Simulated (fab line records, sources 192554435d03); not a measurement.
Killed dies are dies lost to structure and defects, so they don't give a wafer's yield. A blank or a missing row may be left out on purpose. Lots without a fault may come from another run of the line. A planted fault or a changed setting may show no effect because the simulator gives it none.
Split-lot experiment | flow n5_finfet | 7 lots, 21 wafers read, on a route of 1938 steps

THE SPLIT
At N5_SDB_COAT_03 (time 60 s, resist thk 100 nm), the setting spin_rpm was moved away from the recipe's 1500 rpm on 8 of the 21 wafers read, by -9.5% to +5.0%. The other wafers ran this setting at the recipe's value.

The reading is taken at the split's own step.

THE READING
SOC_of_SDB_COAT_03.thk_nm (the simulator's own value, which no gauge read), in nm, at N5_SDB_COAT_03 (time 60 s, resist thk 100 nm). The file gives no usual value for it. The 13 wafers here that ran the recipe average 100.2 nm, standard deviation 0.33 nm.

wafer  | tool, chamber at the split | spin_rpm as run, rpm | against the recipe | SOC_of_SDB_COAT_03.thk_nm, nm | against lot-mates on the recipe
L078.2 | litho_track-05, 0          | 1500                 | recipe             | 100.6                         | -
L078.5 | litho_track-05, 0          | 1500                 | recipe             | 100.6                         | -
L078.4 | litho_track-05, 0          | 1500                 | recipe             | 100.4                         | -
L080.1 | litho_track-04, 0          | 1575                 | +5.0%              | 97.6                          | -2.8
L080.4 | litho_track-04, 0          | 1575                 | +5.0%              | 97.6                          | -2.8
L080.6 | litho_track-04, 0          | 1500                 | recipe             | 100.4                         | -
L083.2 | litho_track-04, 0          | 1358                 | -9.5%              | 105.2                         | +4.4
L083.3 | litho_track-04, 0          | 1500                 | recipe             | 100.8                         | -
L083.6 | litho_track-04, 0          | 1358                 | -9.5%              | 105.6                         | +4.8
L084.1 | litho_track-04, 0          | 1500                 | recipe             | 99.6                          | -
L084.3 | litho_track-04, 0          | 1500                 | recipe             | 100                           | -
L084.4 | litho_track-04, 0          | 1427                 | -4.9%              | 102.4                         | +2.6
L087.3 | litho_track-05, 0          | 1500                 | recipe             | 99.8                          | -
L087.4 | litho_track-05, 0          | 1500                 | recipe             | 100.4                         | -
L087.6 | litho_track-05, 0          | 1568                 | +4.5%              | 98                            | -2.1
L095.1 | litho_track-02, 0          | 1500                 | recipe             | 100.2                         | -
L095.3 | litho_track-02, 0          | 1426                 | -4.9%              | 103                           | +2.8
L095.6 | litho_track-02, 0          | 1426                 | -4.9%              | 102.8                         | +2.6
L097.4 | litho_track-05, 0          | 1500                 | recipe             | 100                           | -
L097.5 | litho_track-05, 0          | 1500                 | recipe             | 100                           | -
L097.6 | litho_track-05, 0          | 1500                 | recipe             | 100.4                         | -

THE FIT
A straight line over all 21 wafers: SOC_of_SDB_COAT_03.thk_nm changes by -0.53 nm for each +1% of spin_rpm; r = -0.99; the points scatter about the line by 0.31 nm.
The same after taking each lot's own level away (the mean of its wafers on the recipe; 21 wafers): -0.509 nm for each +1%; r = -0.99; scatter 0.21 nm.
On that fit, the largest move of spin_rpm shifts the reading by 4.8 nm.
The lots' own levels span 99.80 to 100.80 nm, that is 3.0 times the standard deviation above.
So the lot-to-lot level changes the slope little: the two slopes agree.
Check: with one of the wafers moved furthest among these (-9.5%) left out of the fit, the line predicts +4.98 nm for it against its lot-mates. It came out at +4.4 nm against them.

OTHER SPLITS ON THESE WAFERS
These wafers also went through other splits before the reading. Each is held against what the fit with the lots' levels taken away leaves over:
other split on the same wafers       | wafers away from the commonest value | r with SOC_of_SDB_COAT_03.thk_nm (lot level and that fit taken away)
N5_WELL_APT_COAT_02 spin_rpm         | 6                                    | +0.46
N5_WELL_APT_PEB_06 peb_time_s        | 7                                    | +0.32
N5_DUMMY_GATE_COAT_34 spin_rpm       | 8                                    | +0.33
N5_DUMMY_GATE_DESCUM_20 time_s       | 7                                    | -0.28
N5_SD_EPI_N_EPI_21 epi_growth_time_s | 4                                    | -0.34
N5_SD_EPI_P_COAT_35 spin_rpm         | 6                                    | -0.04

THE FILE'S OWN FIT
SOC_of_SDB_COAT_03.thk_nm changes by -0.508 nm for each +1% of spin_rpm, r = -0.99.
